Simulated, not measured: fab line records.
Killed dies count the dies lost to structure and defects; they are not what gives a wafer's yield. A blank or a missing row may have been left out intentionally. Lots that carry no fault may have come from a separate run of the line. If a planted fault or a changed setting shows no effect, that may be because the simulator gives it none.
The tool behind it: which one? :: flow nand harc :: 24 lots with 72 wafers sampled at 3 steps, on a route of 1302 steps

WHAT THE GAUGES SHOWED, per wafer
NHARC_P_START_INSPECT_01. Usual: raw defect count 3.4, standard deviation 1.9.
lot: L074
measured: day 1 20:02
on: defect inspect-01
raw defect count: 3 1 0
flag: 

lot: L075
measured: day 2 06:02
on: defect inspect-01
raw defect count: 3 4 2
flag: 

lot: L076
measured: day 2 16:03
on: defect inspect-02
raw defect count: 6 1 2
flag: 

lot: L077
measured: day 3 02:02
on: defect inspect-01
raw defect count: 1 1 7
flag: 

lot: L078
measured: day 3 12:02
on: defect inspect-01
raw defect count: 0 4 7
flag: 

lot: L079
measured: day 3 22:02
on: defect inspect-01
raw defect count: 4 5 4
flag: 

lot: L080
measured: day 4 08:02
on: defect inspect-02
raw defect count: 3 1 2
flag: 

lot: L081
measured: day 4 18:02
on: defect inspect-01
raw defect count: 3 1 3
flag: 

lot: L082
measured: day 5 04:02
on: defect inspect-01
raw defect count: 5 4 1
flag: 

lot: L083
measured: day 5 14:02
on: defect inspect-02
raw defect count: 3 3 6
flag: 

lot: L084
measured: day 6 00:02
on: defect inspect-01
raw defect count: 3 5 3
flag: 

lot: L085
measured: day 6 10:02
on: defect inspect-02
raw defect count: 1 3 4
flag: 

lot: L086
measured: day 6 20:02
on: defect inspect-02
raw defect count: 6 5 4
flag: 

lot: L087
measured: day 7 06:02
on: defect inspect-02
raw defect count: 4 2 6
flag: 

lot: L088
measured: day 7 16:02
on: defect inspect-02
raw defect count: 3 0 3
flag: 

lot: L089
measured: day 8 02:02
on: defect inspect-01
raw defect count: 4 2 3
flag: 

lot: L090
measured: day 8 12:02
on: defect inspect-02
raw defect count: 4 4 5
flag: 

lot: L091
measured: day 8 22:02
on: defect inspect-01
raw defect count: 3 4 4
flag: 

lot: L092
measured: day 9 08:02
on: defect inspect-01
raw defect count: 2 1 4
flag: 

lot: L093
measured: day 9 18:02
on: defect inspect-01
raw defect count: 7 5 2
flag: 

lot: L094
measured: day 10 04:02
on: defect inspect-02
raw defect count: 4 4 5
flag: 

lot: L095
measured: day 10 14:02
on: defect inspect-01
raw defect count: 3 3 6
flag: 

lot: L096
measured: day 11 00:02
on: defect inspect-01
raw defect count: 4 3 3
flag: 

lot: L097
measured: day 11 10:02
on: defect inspect-01
raw defect count: 4 3 4
flag: 

NHARC_P_STI_OCD_MEAS_43. Usual: trench depth nm 301 nm, standard deviation 4; trench foot cd nm 157.7 nm, standard deviation 2.7.
lot: L074
measured: day 2 22:14
on: ocd-01
trench depth nm (nm): 308 296 293
trench foot cd nm (nm): 154.1 160.8 159.3
flag: 

lot: L075
measured: day 3 06:56
on: ocd-01
trench depth nm (nm): 295 298 297
trench foot cd nm (nm): 157.8 160.2 162.7
flag: 

lot: L076
measured: day 3 18:37
on: ocd-02
trench depth nm (nm): 305 302 300
trench foot cd nm (nm): 155.1 161.0 155.9
flag: 

lot: L077
measured: day 4 04:48
on: ocd-02
trench depth nm (nm): 299 304 297
trench foot cd nm (nm): 153.8 155.4 153.4
flag: 

lot: L078
measured: day 4 13:56
on: ocd-02
trench depth nm (nm): 304 300 296
trench foot cd nm (nm): 154.7 160.2 157.6
flag: 

lot: L079
measured: day 4 22:08
on: ocd-02
trench depth nm (nm): 308 304 303
trench foot cd nm (nm): 153.1 159.7 158.7
flag: 

lot: L080
measured: day 5 12:00
on: ocd-01
trench depth nm (nm): 298 299 300
trench foot cd nm (nm): 155.0 159.2 153.7
flag: 

lot: L081
measured: day 5 19:44
on: ocd-02
trench depth nm (nm): 308 301 305
trench foot cd nm (nm): 158.7 159.1 160.8
flag: 

lot: L082
measured: day 6 05:58
on: ocd-02
trench depth nm (nm): 299 307 297
trench foot cd nm (nm): 158.2 155.6 155.9
flag: 

lot: L083
measured: day 6 14:15
on: ocd-01
trench depth nm (nm): 300 296 297
trench foot cd nm (nm): 156.5 164.5 156.7
flag: 

lot: L084
measured: day 7 02:34
on: ocd-01
trench depth nm (nm): 296 298 310
trench foot cd nm (nm): 162.1 159.7 154.1
flag: 

lot: L085
measured: day 7 10:55
on: ocd-01
trench depth nm (nm): 307 304 296
trench foot cd nm (nm): 159.2 158.4 157.8
flag: 

lot: L086
measured: day 7 21:27
on: ocd-02
trench depth nm (nm): 303 298 296
trench foot cd nm (nm): 156.9 159.8 162.7
flag: 

lot: L087
measured: day 8 09:07
on: ocd-01
trench depth nm (nm): 304 296 297
trench foot cd nm (nm): 157.8 154.1 158.3
flag: 

lot: L088
measured: day 8 15:23
on: ocd-02
trench depth nm (nm): 310 299 304
trench foot cd nm (nm): 156.9 156.8 159.0
flag: 

lot: L089
measured: day 9 02:15
on: ocd-01
trench depth nm (nm): 308 300 304
trench foot cd nm (nm): 157.3 159.7 159.8
flag: 

lot: L090
measured: day 9 11:23
on: ocd-02
trench depth nm (nm): 303 298 294
trench foot cd nm (nm): 161.9 160.4 159.4
flag: 

lot: L091
measured: day 9 23:38
on: ocd-01
trench depth nm (nm): 307 305 306
trench foot cd nm (nm): 156.3 156.0 161.5
flag: 

lot: L092
measured: day 10 07:46
on: ocd-02
trench depth nm (nm): 299 296 303
trench foot cd nm (nm): 154.5 159.3 155.6
flag: 

lot: L093
measured: day 10 18:07
on: ocd-01
trench depth nm (nm): 303 304 303
trench foot cd nm (nm): 159.0 152.7 157.9
flag: 

lot: L094
measured: day 11 06:56
on: ocd-02
trench depth nm (nm): 302 306 301
trench foot cd nm (nm): 158.8 160.0 156.8
flag: 

lot: L095
measured: day 11 17:05
on: ocd-01
trench depth nm (nm): 298 308 304
trench foot cd nm (nm): 151.4 155.1 155.1
flag: 

lot: L096
measured: day 12 05:07
on: ocd-02
trench depth nm (nm): 302 302 297
trench foot cd nm (nm): 153.8 153.8 157.3
flag: 

lot: L097
measured: day 12 11:31
on: ocd-01
trench depth nm (nm): 300 303 303
trench foot cd nm (nm): 160.6 160.7 156.9
flag: 

TOOL THAT RAN EACH LOT (tool first, then ch and the chambers of the sampled wafers, then the start)
lot: L074
NHARC_P_STI_ETCH_31: rie diel-13 ch 0,2,3, day 2 22:14 or earlier

lot: L075
NHARC_P_STI_ETCH_31: rie diel-12 ch 1,2,3, day 3 06:56 or earlier

lot: L076
NHARC_P_STI_ETCH_31: rie diel-01 ch 0,1, day 3 18:37 or earlier

lot: L077
NHARC_P_STI_ETCH_31: rie diel-01 ch 0,1, day 4 04:48 or earlier

lot: L078
NHARC_P_STI_ETCH_31: rie diel-13 ch 0,2,3, day 4 13:56 or earlier

lot: L079
NHARC_P_STI_ETCH_31: rie diel-01 ch 0,1,3, day 4 22:08 or earlier

lot: L080
NHARC_P_STI_ETCH_31: rie diel-01 ch 1,3, day 5 12:00 or earlier

lot: L081
NHARC_P_STI_ETCH_31: rie diel-01 ch 0,2, day 5 19:44 or earlier

lot: L082
NHARC_P_STI_ETCH_31: rie diel-13 ch 0,1,2, day 6 05:58 or earlier

lot: L083
NHARC_P_STI_ETCH_31: rie diel-12 ch 0,2,3, day 6 14:15 or earlier

lot: L084
NHARC_P_STI_ETCH_31: rie diel-12 ch 0,1,3, day 7 02:34 or earlier

lot: L085
NHARC_P_STI_ETCH_31: rie diel-01 ch 1,3, day 7 10:55 or earlier

lot: L086
NHARC_P_STI_ETCH_31: rie diel-13 ch 1,2,3, day 7 21:27 or earlier

lot: L087
NHARC_P_STI_ETCH_31: rie diel-13 ch 0,2,3, day 8 09:07 or earlier

lot: L088
NHARC_P_STI_ETCH_31: rie diel-12 ch 1,3, day 8 15:23 or earlier

lot: L089
NHARC_P_STI_ETCH_31: rie diel-01 ch 2,3, day 9 02:15 or earlier

lot: L090
NHARC_P_STI_ETCH_31: rie diel-13 ch 0,2, day 9 11:23 or earlier

lot: L091
NHARC_P_STI_ETCH_31: rie diel-01 ch 0,1,2, day 9 23:38 or earlier

lot: L092
NHARC_P_STI_ETCH_31: rie diel-01 ch 1,2,3, day 10 07:46 or earlier

lot: L093
NHARC_P_STI_ETCH_31: rie diel-13 ch 2,3, day 10 18:07 or earlier

lot: L094
NHARC_P_STI_ETCH_31: rie diel-12 ch 0,1,2, day 11 06:56 or earlier

lot: L095
NHARC_P_STI_ETCH_31: rie diel-13 ch 0,1, day 11 17:05 or earlier

lot: L096
NHARC_P_STI_ETCH_31: rie diel-12 ch 0,2,3, day 12 05:07 or earlier

lot: L097
NHARC_P_STI_ETCH_31: rie diel-13 ch 2,3, day 12 11:31 or earlier
- NHARC_P_STI_ETCH_31: etches the open film in CF4/CHF3, target depth 108.9 nm, time 54.5 s.

WHAT THE TOOLS THEMSELVES READ (means of the sampled wafers that have a number; where no wafer has one, the mark that the record gives instead)
NHARC_P_STI_ETCH_31. Usual: chf3 flow sccm 30.00 sccm, standard deviation 0.096; drypump motor current A 5.7 A, standard deviation 0.37; oes product au 0.965 a.u., standard deviation 0.015; rf vpp V 371.1 V, standard deviation 2.3; showerhead plenum p Torr 1.59 Torr, standard deviation 0.064; throttle valve pct 16.802 %, standard deviation 0.0091.
lot: L074
tool: rie diel-13
chf3 flow sccm (sccm): 29.98
drypump motor current A (A): 5.7
oes product au (a.u.): 0.968
rf vpp V (V): 369.7
showerhead plenum p Torr (Torr): 1.55
throttle valve pct (%): 16.803
flag: 

lot: L075
tool: rie diel-12
chf3 flow sccm (sccm): 30.03
drypump motor current A (A): 5.5
oes product au (a.u.): 0.955
rf vpp V (V): 371.2
showerhead plenum p Torr (Torr): 1.61
throttle valve pct (%): 16.805
flag: 

lot: L076
tool: rie diel-01
chf3 flow sccm (sccm): 30.04
drypump motor current A (A): 5.5
oes product au (a.u.): 0.957
rf vpp V (V): 372.1
showerhead plenum p Torr (Torr): 1.62
throttle valve pct (%): 16.805
flag: 

lot: L077
tool: rie diel-01
chf3 flow sccm (sccm): 30.06
drypump motor current A (A): 5.3
oes product au (a.u.): 0.977
rf vpp V (V): 371.7
showerhead plenum p Torr (Torr): 1.63
throttle valve pct (%): 16.801
flag: 

lot: L078
tool: rie diel-13
chf3 flow sccm (sccm): 29.87
drypump motor current A (A): 5.7
oes product au (a.u.): 0.965
rf vpp V (V): 369.9
showerhead plenum p Torr (Torr): 1.55
throttle valve pct (%): 16.808
flag: 

lot: L079
tool: rie diel-01
chf3 flow sccm (sccm): 29.94
drypump motor current A (A): 5.5
oes product au (a.u.): 0.977
rf vpp V (V): 372.3
showerhead plenum p Torr (Torr): 1.63
throttle valve pct (%): 16.809
flag: 

lot: L080
tool: rie diel-01
chf3 flow sccm (sccm): 30.09
drypump motor current A (A): 5.6
oes product au (a.u.): 0.975
rf vpp V (V): 372.5
showerhead plenum p Torr (Torr): 1.63
throttle valve pct (%): 16.808
flag: 

lot: L081
tool: rie diel-01
chf3 flow sccm (sccm): 30.13
drypump motor current A (A): 6.0
oes product au (a.u.): 0.972
rf vpp V (V): 372.6
showerhead plenum p Torr (Torr): 1.62
throttle valve pct (%): 16.795
flag: 

lot: L082
tool: rie diel-13
chf3 flow sccm (sccm): 30.10
drypump motor current A (A): 5.7
oes product au (a.u.): 0.949
rf vpp V (V): 370.1
showerhead plenum p Torr (Torr): 1.57
throttle valve pct (%): 16.810
flag: 

lot: L083
tool: rie diel-12
chf3 flow sccm (sccm): 30.02
drypump motor current A (A): 5.6
oes product au (a.u.): 0.978
rf vpp V (V): 369.7
showerhead plenum p Torr (Torr): 1.55
throttle valve pct (%): 16.807
flag: 

lot: L084
tool: rie diel-12
chf3 flow sccm (sccm): 30.03
drypump motor current A (A): 5.6
oes product au (a.u.): 0.970
rf vpp V (V): 371.9
showerhead plenum p Torr (Torr): 1.62
throttle valve pct (%): 16.787
flag: 

lot: L085
tool: rie diel-01
chf3 flow sccm (sccm): 29.93
drypump motor current A (A): 5.6
oes product au (a.u.): 0.974
rf vpp V (V): 371.7
showerhead plenum p Torr (Torr): 1.62
throttle valve pct (%): 16.812
flag: 

lot: L086
tool: rie diel-13
chf3 flow sccm (sccm): 30.02
drypump motor current A (A): 5.7
oes product au (a.u.): 0.962
rf vpp V (V): 371.4
showerhead plenum p Torr (Torr): 1.59
throttle valve pct (%): 16.796
flag: 

lot: L087
tool: rie diel-13
chf3 flow sccm (sccm): 30.01
drypump motor current A (A): 5.7
oes product au (a.u.): 0.954
rf vpp V (V): 369.2
showerhead plenum p Torr (Torr): 1.55
throttle valve pct (%): 16.798
flag: 

lot: L088
tool: rie diel-12
chf3 flow sccm (sccm): 29.90
drypump motor current A (A): 5.4
oes product au (a.u.): 0.962
rf vpp V (V): 374.9
showerhead plenum p Torr (Torr): 1.67
throttle valve pct (%): 16.793
flag: 

lot: L089
tool: rie diel-01
chf3 flow sccm (sccm): 30.02
drypump motor current A (A): 5.8
oes product au (a.u.): 0.972
rf vpp V (V): 372.5
showerhead plenum p Torr (Torr): 1.62
throttle valve pct (%): 16.802
flag: 

lot: L090
tool: rie diel-13
chf3 flow sccm (sccm): 29.99
drypump motor current A (A): 5.4
oes product au (a.u.): 0.945
rf vpp V (V): 370.4
showerhead plenum p Torr (Torr): 1.57
throttle valve pct (%): 16.804
flag: 

lot: L091
tool: rie diel-01
chf3 flow sccm (sccm): 29.89
drypump motor current A (A): 5.7
oes product au (a.u.): 0.973
rf vpp V (V): 372.0
showerhead plenum p Torr (Torr): 1.62
throttle valve pct (%): 16.798
flag: 

lot: L092
tool: rie diel-01
chf3 flow sccm (sccm): 30.00
drypump motor current A (A): 5.9
oes product au (a.u.): 0.953
rf vpp V (V): 372.3
showerhead plenum p Torr (Torr): 1.61
throttle valve pct (%): 16.803
flag: 

lot: L093
tool: rie diel-13
chf3 flow sccm (sccm): 29.98
drypump motor current A (A): 5.6
oes product au (a.u.): 0.966
rf vpp V (V): 370.2
showerhead plenum p Torr (Torr): 1.57
throttle valve pct (%): 16.802
flag: 

lot: L094
tool: rie diel-12
chf3 flow sccm (sccm): 29.92
drypump motor current A (A): 5.5
oes product au (a.u.): 0.976
rf vpp V (V): 369.3
showerhead plenum p Torr (Torr): 1.56
throttle valve pct (%): 16.799
flag: 

lot: L095
tool: rie diel-13
chf3 flow sccm (sccm): 29.99
drypump motor current A (A): 6.0
oes product au (a.u.): 0.947
rf vpp V (V): 368.8
showerhead plenum p Torr (Torr): 1.52
throttle valve pct (%): 16.801
flag: 

lot: L096
tool: rie diel-12
chf3 flow sccm (sccm): 30.03
drypump motor current A (A): 5.6
oes product au (a.u.): 0.961
rf vpp V (V): 370.0
showerhead plenum p Torr (Torr): 1.55
throttle valve pct (%): 16.804
flag: 

lot: L097
tool: rie diel-13
chf3 flow sccm (sccm): 29.94
drypump motor current A (A): 5.6
oes product au (a.u.): 0.949
rf vpp V (V): 369.6
showerhead plenum p Torr (Torr): 1.57
throttle valve pct (%): 16.800
flag: 

THE ANSWER, worked out from the rows above alone
Rule: lot off if the mean of its wafers having a number is beyond 3 standard deviations from the usual mean. Also off: a lot with no number at a reading for which 4 or more lots have one. The other lots that the step has rows for count as sound. First the gauges in route order, then the tools' own readings, where a lot's mean is used as printed above. The first step at which some lot is off is used, and at that step the reading that is off furthest; a lot without a number counts as furthest.
Nothing can be told from this: no lot is off at any reading shown.

WHAT HAD BEEN PUT IN BY THE SIMULATOR
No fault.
